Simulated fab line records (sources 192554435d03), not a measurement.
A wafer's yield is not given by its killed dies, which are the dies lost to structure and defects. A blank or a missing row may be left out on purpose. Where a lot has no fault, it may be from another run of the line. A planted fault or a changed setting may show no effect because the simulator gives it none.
Chamber matching    flow n5 finfet    4 sister chambers for N5_BEOL_M4_ALD_98 on ald sin-01
The step deposits SiO2, target thk 2.5 nm, pulse time 1 s, co reactant pulse time 1 s. 8 wafers are shown with their chamber, then 6 later ones without.

== WAFERS WITH THEIR CHAMBER ==
wafer   chamber  heater power outer w (W)  heater power w (W)
L841.2  2        37                        76
L846.2  0        42                        81
L846.6  1        41                        79
L849.2  3        49                        93
L849.5  0        42                        80
L849.6  3        49                        93
L858.4  2        39                        78
L858.5  1        41                        79

== WAFERS WITHOUT THEIR CHAMBER ==
wafer   heater power outer w (W)  heater power w (W)
L862.1  39                        73
L862.4  36                        75
L862.5  47                        88
L861.3  35                        76
L861.5  46                        87
L861.6  36                        75

== EACH ONE'S CHAMBER ==
wafer    from the rows above       in truth
L862.1   2                         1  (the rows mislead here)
L862.4   2                         2
L862.5   3                         3
L861.3   2                         2
L861.5   can't be placed: 3 or 0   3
L861.6   2                         2
4 of 6 placed correctly. Unplaceable from these rows: 1, with the true chamber sitting among the candidates in 1. Placed wrongly: 1.
How it was worked out, from the rows above alone: a wafer's distance from a chamber is the root of the sum, over the readings, of the square of ((its reading less the chamber's mean) divided by the reading's scatter). If the next closest chamber is less than 2 further off than the closest, the wafer can't be placed; otherwise it belongs to the closest. Each chamber's mean is taken over the wafers shown for it. The scatter: take each reading less its chamber's mean, square it, sum over the shown wafers, divide by the number of wafers less the number of chambers, and take the root.
